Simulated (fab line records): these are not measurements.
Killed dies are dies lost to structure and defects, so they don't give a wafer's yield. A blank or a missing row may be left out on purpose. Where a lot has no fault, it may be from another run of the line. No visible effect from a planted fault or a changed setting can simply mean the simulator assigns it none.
Check for tools in common    flow n5-finfet    Sampled: 10 lots, 30 wafers

## THE REASON FOR OPENING IT
At N5_BEOL_M11_OVL_MEAS_12 the reading M11_OVL is flagged on 3 of 10 lots. Wafers without a fault read -0.6 nm, standard deviation 0.83.
Rule: flag the lot when none of its wafers has a number, or when each of its wafers that has one lies beyond 4 standard deviations from that mean. The rest of the lots are taken to be sound.

lot   measured      on          M11_OVL (nm), wafer by wafer  flag
L595  day 11 22:14  overlay-02  0.2 -1.1 0.1                  
L597  day 13 12:41  overlay-01  0.0 0.5 0.7                   
L601  day 14 15:29  overlay-02  12.2 12.2 11.4                FLAGGED
L602  day 14 17:36  overlay-01  -0.7 -2.2 -0.9                
L604  day 14 21:17  overlay-01  13.0 11.8 12.2                FLAGGED
L605  day 15 05:03  overlay-01  11.8 12.5 11.0                FLAGGED
L611  day 16 19:41  overlay-01  -1.4 -0.8 -0.9                
L612  day 16 21:26  overlay-02  -0.3 -0.4 0.5                 
L618  day 18 04:52  overlay-01  -0.9 -0.8 -0.1                
L600  day 18 04:54  overlay-02  0.4 -0.3 0.3                  
On average the flagged lots' numbers are 12.0 nm, which is +12.6 nm against the usual, or +15 standard deviations.

## WHICH TOOL RAN EACH LOT
3 process steps preceding the reading are held in the record, out of 1938 steps in the route. Every cell lists first the tool, next ch and the chambers used by the sampled wafers, and last the start.
lot   flag     N5_BEOL_M10_SURFACE_TREAT_76  N5_BEOL_M11_ILD_DEP_00           N5_BEOL_M11_EXPOSE_08
L595           pvd-sputter-03, day 11 19:14  pecvd-03 ch 0,1,2, day 11 20:28  arfi-scanner-03 ch 0, day 11 22:05
L597           pvd-sputter-01, day 13 09:00  pecvd-03 ch 0,2, day 13 10:34    arfi-scanner-03 ch 0, day 13 12:31
L601  FLAGGED  pvd-sputter-03, day 14 10:22  pecvd-01 ch 1,2, day 14 11:49    arfi-scanner-02 ch 0, day 14 15:20
L602           pvd-sputter-01, day 14 14:02  pecvd-04 ch 0,1,2, day 14 15:29  arfi-scanner-01 ch 0, day 14 17:26
L604  FLAGGED  pvd-sputter-01, day 14 18:42  pecvd-03 ch 0,1,2, day 14 19:55  arfi-scanner-02 ch 0, day 14 21:07
L605  FLAGGED  pvd-sputter-02, day 15 00:17  pecvd-04 ch 0,1,2, day 15 01:32  arfi-scanner-02 ch 0, day 15 04:54
L611           pvd-sputter-02, day 16 14:08  pecvd-01 ch 0,1,2, day 16 15:34  arfi-scanner-03 ch 0, day 16 19:32
L612           pvd-sputter-01, day 16 16:19  pecvd-01 ch 0,1, day 16 19:18    arfi-scanner-03 ch 0, day 16 21:17
L618           pvd-sputter-01, day 18 01:17  pecvd-01 ch 0,1,2, day 18 02:33  arfi-scanner-03 ch 0, day 18 04:43
L600           pvd-sputter-01, day 18 01:26  pecvd-01 ch 0,2, day 18 02:47    arfi-scanner-03 ch 0, day 18 04:45
What these steps do:
- N5_BEOL_M10_SURFACE_TREAT_76
- N5_BEOL_M11_ILD_DEP_00: deposits SiCOH lowk from DEMS/porogen, target thk 308.51 nm, time 58 s.
- N5_BEOL_M11_EXPOSE_08: exposes mask M11.
- N5_BEOL_M11_OVL_MEAS_12

## FLAGGED AGAINST TOTAL, ONE TOOL AT A TIME (gauges that did the reading follow at the end)
step                          tool             lots run  flagged  share of the flagged lots  sound lots run after its first flagged lot
N5_BEOL_M10_SURFACE_TREAT_76  pvd-sputter-01   6         1        some                       3 (L612,L618,L600)
N5_BEOL_M10_SURFACE_TREAT_76  pvd-sputter-02   2         1        some                       1 (L611)
N5_BEOL_M10_SURFACE_TREAT_76  pvd-sputter-03   2         1        some                       0
N5_BEOL_M11_ILD_DEP_00        pecvd-01         5         1        some                       4 (L611,L612,L618,L600)
N5_BEOL_M11_ILD_DEP_00        pecvd-03         3         1        some                       0
N5_BEOL_M11_ILD_DEP_00        pecvd-04         2         1        some                       0
N5_BEOL_M11_EXPOSE_08         arfi-scanner-01  1         0        none                       -
N5_BEOL_M11_EXPOSE_08         arfi-scanner-02  3         3        all                        0
N5_BEOL_M11_EXPOSE_08         arfi-scanner-03  6         0        none                       -
N5_BEOL_M11_OVL_MEAS_12       overlay-01       6         2        some                       2 (L611,L618)
N5_BEOL_M11_OVL_MEAS_12       overlay-02       4         1        some                       2 (L612,L600)

## WHAT THE TABLE ALLOWS
Rows of the table that ran each flagged lot: 1, that is arfi-scanner-02 at N5_BEOL_M11_EXPOSE_08.
- arfi-scanner-02 at N5_BEOL_M11_EXPOSE_08 ran 3 lots, 3 of them flagged. It ran no sound lot before its first flagged lot in this sample, so the start can't be narrowed down.
What remains is a single tool, arfi-scanner-02 at N5_BEOL_M11_EXPOSE_08.

## WHAT THE SIMULATOR HAD PUT IN
Scanner matching overlay: arfi-scanner-02, from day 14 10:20 on, at N5_BEOL_M11_EXPOSE_08. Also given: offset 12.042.
Struck lots among those shown: L601, L604, L605. The rule above reached the same finding.
